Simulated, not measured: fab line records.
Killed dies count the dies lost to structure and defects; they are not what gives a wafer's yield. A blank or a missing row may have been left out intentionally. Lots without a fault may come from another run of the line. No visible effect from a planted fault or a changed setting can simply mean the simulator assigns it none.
Matching of chambers + flow nand_harc + rie_diel-03 running NHARC_A_STAIRCASE_DESCUM_291: 4 sister chambers
The step chemistry O2, time 3 s. 14 wafers are shown with their chamber, then 7 later ones without.

## WAFERS WITH THEIR CHAMBER
| wafer  | chamber | showerhead_plenum_p_Torr (Torr) | rf_vpp_V (V) | throttle_valve_pct (%) |
|--------|---------|---------------------------------|--------------|------------------------|
| L075.4 | 0       | 1.77                            | 56.5         | 11.309                 |
| L075.5 | 1       | 1.80                            | 57.4         | 11.328                 |
| L075.6 | 2       | 1.90                            | 56.4         | 11.329                 |
| L081.2 | 1       | 1.80                            | 55.8         | 11.325                 |
| L081.4 | 3       | 2.02                            | 58.6         | 11.310                 |
| L081.6 | 3       | 2.02                            | 58.9         | 11.305                 |
| L086.1 | 3       | 2.01                            | 58.5         | 11.318                 |
| L086.2 | 1       | 1.79                            | 58.3         | 11.323                 |
| L086.6 | 2       | 1.89                            | 58.4         | 11.310                 |
| L092.2 | 0       | 1.77                            | 56.8         | 11.311                 |
| L092.3 | 1       | 1.79                            | 57.1         | 11.310                 |
| L092.4 | 3       | 2.01                            | 57.3         | 11.301                 |
| L089.1 | 1       | 1.79                            | 57.1         | 11.317                 |
| L089.2 | 2       | 1.89                            | 57.0         | 11.307                 |

SIGNATURES (averages over the wafers above)
| reading                  | chamber 0 | chamber 1 | chamber 2 | chamber 3 | scatter within a chamber |
|--------------------------|-----------|-----------|-----------|-----------|--------------------------|
| showerhead_plenum_p_Torr | 1.7700    | 1.7940    | 1.8933    | 2.0150    | 0.00535                  |
| rf_vpp_V                 | 56.650    | 57.140    | 57.267    | 58.325    | 0.828                    |
| throttle_valve_pct       | 11.31000  | 11.32060  | 11.31533  | 11.30850  | 0.00808                  |
Rule: a wafer's distance from a chamber is the root of the sum, over the readings, of the square of ((its reading less the chamber's mean) divided by the reading's scatter). If the next closest chamber is less than 2 further off than the closest, the wafer can't be placed; otherwise it belongs to the closest. The scatter: the root of (the sum of the squares of (reading less its chamber's mean) over the shown wafers, divided by (wafers less chambers)).

## WAFERS WITHOUT THEIR CHAMBER
| wafer  | showerhead_plenum_p_Torr (Torr) | rf_vpp_V (V) | throttle_valve_pct (%) |
|--------|---------------------------------|--------------|------------------------|
| L089.4 | 2.01                            | 58.1         | 11.306                 |
| L095.1 | 1.89                            | 59.0         | 11.304                 |
| L095.3 | 1.76                            | 57.6         | 11.305                 |
| L095.4 | 2.01                            | 57.9         | 11.305                 |
| L097.2 | 1.76                            | 57.6         | 11.307                 |
| L097.4 | 1.79                            | 57.1         | 11.302                 |
| L097.5 | 1.79                            | 57.9         | 11.297                 |

## WHICH CHAMBER EACH WENT THROUGH
| wafer  | from the rows above     | in truth |
|--------|-------------------------|----------|
| L089.4 | 3                       | 3        |
| L095.1 | 2                       | 2        |
| L095.3 | 0                       | 0        |
| L095.4 | 3                       | 3        |
| L097.2 | 0                       | 0        |
| L097.4 | can't be placed: 1 or 0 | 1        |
| L097.5 | can't be placed: 1 or 0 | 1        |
Correct placement for 5 of the 7. These rows do not allow placing 2 (true chamber among the candidates in 2). Wrongly placed: 0.
